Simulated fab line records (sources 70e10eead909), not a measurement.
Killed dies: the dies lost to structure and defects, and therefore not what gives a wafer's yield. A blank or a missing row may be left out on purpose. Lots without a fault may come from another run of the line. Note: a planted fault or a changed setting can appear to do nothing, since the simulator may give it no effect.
Comparing a struck lot with a sound one | flow nandHarc | 14 out of 1302 route steps
Sound: the wafers L231.3, L231.4, L231.6. Struck: wafer L238.6 (left out: L238.5, a lot-mate that was not struck); the cause follows at the end.
Each step with rows lists, per side, the tool, then ch with its chambers, then its first start. Under that, the readings that differ: sound wafers | struck wafers | difference of the means | sigmas: that difference in standard deviations of wafers without a fault.
alike: readings whose means differ by less than 2 such deviations, and words and numbers that are the same on both sides. not compared: withheld readings, readings that some wafer has no value for, bounds like >300 that may hide the same value, and numbers for which the record gives no deviation and whose values overlap.
A row with sigmas, a row that says differs or no value, or rows on one side alone: a step with any of these is where the two part. Numbers that have no deviation but don't overlap get no sigmas and don't part them. Lack of a reading on every wafer of one side parts them only where that side has two or more wafers.

first, 6 steps without rows for these wafers: NHARC_A_DECK1_JOINT_CVD_34 (deposits SiNx, target thk 20 nm); NHARC_A_DECK1_JOINT_DEP_06 (deposits SiOx, target thk 80 nm); NHARC_A_DECK1_JOINT_CURE_26 (time 32 s); NHARC_A_DECK1_JOINT_ANNEAL_27 (time 3600 s); NHARC_A_DECK1_JOINT_ANNEAL_28 (time 1800 s); NHARC_A_DECK1_JOINT_ANNEAL_29 (time 1800 s).
NHARC_A_DECK1_JOINT_CMP_02: polishes SiOx.
  sound on cmp-03 ch 0,3, day 13 06:31; struck on cmp-04 ch 3, day 16 13:54
reading           | sound        | struck | difference | sigmas
motorCurrentA (A) | 11.4 8.1 8.5 | 13.5   | +4.2       | +3
  alike: retainingRingPressureFrac
then, 1 step without rows for these wafers: NHARC_A_DECK1_JOINT_SRD_15.
NHARC_A_DECK1_JOINT_DEP_16: deposits SiO2, target thk 45 nm.
  sound on pecvd-02 ch 0,2, day 13 06:55; struck on pecvd-02 ch 2, day 16 14:17
  alike: flowSccm, heaterPowerW, throttleValvePct
NHARC_A_DECK1_JOINT_THK_MEAS_17: measures by ellipsometry.
  sound on filmMetro-01 at day 13 07:12; struck on filmMetro-01 at day 16 14:28
  alike: thkNm
NHARC_A_DECK1_JOINT_INSPECT_05:
  sound on defectInspect-01 at day 13 07:14; struck on defectInspect-02 at day 16 14:31
  alike: rawDefectCount
NHARC_A_ONON_D2_DEP_00: target thk 1000 nm.
  sound on pecvdOnon-03 ch 0, day 13 07:25; struck on pecvdOnon-03 ch 0, day 16 14:49
  alike: n2oFlowSccm
NHARC_A_ONON_D2_THK_MEAS_02: measures by ellipsometry.
  sound on filmMetro-02 at day 13 07:49; struck on filmMetro-01 at day 16 15:05
reading    | sound       | struck | difference | sigmas
thkNm (nm) | 990 988 989 | 1084   | +95        | +12
then, no rows for these wafers at 1 step: NHARC_A_ONON_D2_DEP_03 (target thk 1000 nm).

## WHERE THEY PART
Earliest at NHARC_A_DECK1_JOINT_CMP_02; latest, in this record, at NHARC_A_ONON_D2_THK_MEAS_02.

WHY: whatever the simulator had introduced
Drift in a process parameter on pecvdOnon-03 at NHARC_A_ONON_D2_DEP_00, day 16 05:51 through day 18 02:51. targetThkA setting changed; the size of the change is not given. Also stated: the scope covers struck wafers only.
